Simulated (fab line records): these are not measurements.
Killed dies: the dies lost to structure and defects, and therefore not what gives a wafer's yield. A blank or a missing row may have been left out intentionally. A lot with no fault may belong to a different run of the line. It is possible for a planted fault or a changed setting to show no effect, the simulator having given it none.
Struck lot and sound lot, side by side || flow n5 finfet || 15 out of 1938 route steps
Sound: wafers L584.1, L584.2, L584.3. The struck wafers were L590.1, L590.3, L590.6. Last of all comes the cause.
Order at every step that has rows: each side's tool, ch and its chambers, its first start. Under that, the readings that differ: sound wafers || struck wafers || difference of the means || sigmas: that difference in standard deviations of wafers without a fault.
alike: words and numbers the same on both sides, and readings whose means are apart by under 2 such deviations; not compared: readings that were withheld, readings missing a value for some wafer, numbers with overlapping values and no deviation given by the record, and bounds like >300 which may hide the same value.
The two part at a step that has a row with sigmas, a row that says differs or no value, or rows on one side only. When numbers do not overlap yet have no deviation, they are printed without sigmas and do not part them. A reading missing from all wafers of one side parts the sides only when that side holds two or more wafers.

first, 2 steps without rows for these wafers: N5_FIN_SAQP_STRIP_23 (strips in SPM, time 750 s); N5_FIN_SAQP_SRD_66 (time 30 s).
N5_FIN_SAQP_RECESS_75: chemistry HF/NH3, target SiO2, target depth 14.4 nm, afs cycles 3, sublimation time 60 s.
  sound on vapor etch-02 ch 0,1, day 4 16:40; struck on vapor etch-02 ch 0,1, day 6 04:40
  alike: drypump motor current A
then, 1 step without rows for these wafers: N5_FIN_SAQP_SPACER1_ALD_24 (deposits SiO2, target thk 20.3 nm, pulse time 1 s, purge time 2 s).
N5_FIN_SAQP_SPACER1_ETCHBACK_25: etches SiO2 in CHF3/O2, target depth 24.4 nm, time 12.2 s.
  sound on rie diel-05 ch 0,1,3, day 4 19:39; struck on rie diel-05 ch 0,1, day 6 05:55
  alike: drypump motor current A, oes product au, rf fwd power W, rf vpp V, showerhead plenum p Torr, throttle valve pct
  not compared: rf hours counter h
N5_FIN_SAQP_MANDREL1_REMOVE_56: chemistry HBr/Cl2/O2, target a-Si, stops on SiNx, bt time 10 s.
  sound on rie si-01 ch 1,2,3, day 4 19:44; struck on rie si-03 ch 0,3, day 6 06:00
  alike: drypump motor current A, oes product au, rf fwd power W, throttle valve pct
  not compared: rf hours counter h
N5_FIN_SAQP_CD_MEAS_27 targets a cd of 20 nm.
  sound on cd sem-03 ch 0, day 4 19:51; struck on cd sem-03 ch 0, day 6 06:07
  alike: cd nm
then, 2 steps without rows for these wafers: N5_FIN_SAQP_ETCH_57 (etches SiNx in CH3F/O2, target depth 32.5 nm, time 46.4 s); N5_FIN_SAQP_ETCH_65 (etches SiO2 in CF4, target depth 4 nm, time 4.4 s).
N5_FIN_SAQP_MANDREL_ETCH_58: etches a-Si in HBr/Cl2, stops on SiNx, target depth 45 nm, bt time 10 s, time 27 s.
  sound on rie si-03 ch 0,1,2, day 4 20:02; struck on rie si-06 ch 0,1,3, day 6 06:17
  alike: drypump motor current A, oes product au, rf fwd power W, throttle valve pct
  not compared: rf hours counter h
then, 2 steps without rows for these wafers: N5_FIN_SAQP_RECESS_63 (chemistry HF/NH3, target SiO2, target depth 18 nm, afs cycles 3, sublimation time 60 s); N5_FIN_SAQP_COAT_68 (time 60 s, resist thk 100 nm).
N5_FIN_SAQP_ETCH_69: etches SOC in N2/H2, stops on SiNx, target depth 150 nm.
  sound on rie diel-05 ch 0,1,3, day 4 20:34; struck on rie diel-03 ch 0,1,2, day 6 06:49
{"reading": "rf fwd power W (W)", "sound": "844.1 850.5 843.5", "struck": "1358.9 1355.0 1353.4", "difference": "+509.7", "sigmas": "+99 or more"}
{"reading": "rf vpp V (V)", "sound": "240.0 241.7 237.3", "struck": "205.1 205.8 205.0", "difference": -34.4, "sigmas": -21}
{"reading": "model.SOC_of_FIN_SAQP_COAT_68.thk nm (nm)", "sound": "5.2 10 4.6", "struck": "0 0 0", "difference": -7, "sigmas": ""}
  alike: drypump motor current A, oes product au, showerhead plenum p Torr, throttle valve pct
  not compared: rf hours counter h
N5_FIN_SAQP_ETCH_67: etches SiNx in CH3F/O2, target depth 30 nm.
  sound on rie diel-05 ch 0,1,3, day 4 20:38; struck on rie diel-03 ch 0,1,2, day 6 06:53
  alike: drypump motor current A, oes product au, rf fwd power W, rf vpp V, showerhead plenum p Torr, throttle valve pct
  not compared: rf hours counter h
-- the record jumps here: 10 days lie between the struck wafers' starts before and after (it left off in module FIN_SAQP and takes up again in module PASSIVATION, whose first step shown is number 1936 of the route) --
N5_PASSIVATION_PROBE_49:
  the record has rows for the struck wafers here (prober-01, day 16 04:23) and none for the sound ones

WHERE THEY PART
Earliest at N5_FIN_SAQP_ETCH_69; latest, in this record, at N5_PASSIVATION_PROBE_49.

WHY: what had been put in by the simulator
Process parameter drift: rie diel-03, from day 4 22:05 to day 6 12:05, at N5_FIN_SAQP_ETCH_69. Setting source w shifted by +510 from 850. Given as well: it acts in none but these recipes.
